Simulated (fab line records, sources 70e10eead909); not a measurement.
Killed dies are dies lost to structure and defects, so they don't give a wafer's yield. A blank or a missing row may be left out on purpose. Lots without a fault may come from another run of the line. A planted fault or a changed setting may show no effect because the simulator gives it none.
Chamber matching | flow nand_harc | NHARC_A_STAIRCASE_ALD_415 on ald_hk-04: 4 sister chambers
The step deposits SiO2, target thk 30 nm, pulse time 6 s, ald cycles 300. 8 wafers are shown with their chamber, then 9 later ones without.

WAFERS WITH THEIR CHAMBER
wafer  | chamber | heater_power_w (W) | precursor_pulse_height_rel
L075.2 | 0       | 496                | 1.007
L080.4 | 2       | 452                | 1.004
L082.2 | 3       | 527                | 0.980
L082.5 | 1       | 411                | 1.004
L082.6 | 2       | 460                | 1.020
L084.2 | 0       | 492                | 0.999
L084.4 | 3       | 529                | 1.020
L084.6 | 1       | 423                | 1.000

WAFERS WITHOUT THEIR CHAMBER
wafer  | heater_power_w (W) | precursor_pulse_height_rel
L088.2 | 472                | 0.991
L088.3 | 489                | 0.972
L088.6 | 496                | 1.008
L090.2 | 479                | 1.004
L090.3 | 529                | 0.993
L090.6 | 471                | 1.038
L091.1 | 424                | 1.046
L091.3 | 465                | 1.016
L091.4 | 508                | 0.997

WHICH CHAMBER EACH WENT THROUGH
wafer  | from the rows above     | in truth
L088.2 | can't be placed: 2 or 0 | 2
L088.3 | 0                       | 0
L088.6 | 0                       | 0
L090.2 | can't be placed: 0 or 2 | 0
L090.3 | 3                       | 3
L090.6 | can't be placed: 2 or 0 | 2
L091.1 | 1                       | 1
L091.3 | 2                       | 2
L091.4 | can't be placed: 0 or 3 | 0
Placed correctly: 5 of 9. Can't be placed from these rows: 4 (the true chamber is among the candidates in 4). Placed wrongly: 0.
How it was worked out, from the rows above alone: a wafer's distance from a chamber is the root of the sum, over the readings, of the square of ((its reading less the chamber's mean) divided by the reading's scatter). The wafer belongs to the nearest chamber; if the next one is less than 2 further off, it can't be placed. A chamber's mean is the mean of its shown wafers. The scatter: the root of (the sum of the squares of (reading less its chamber's mean) over the shown wafers, divided by (wafers less chambers)).
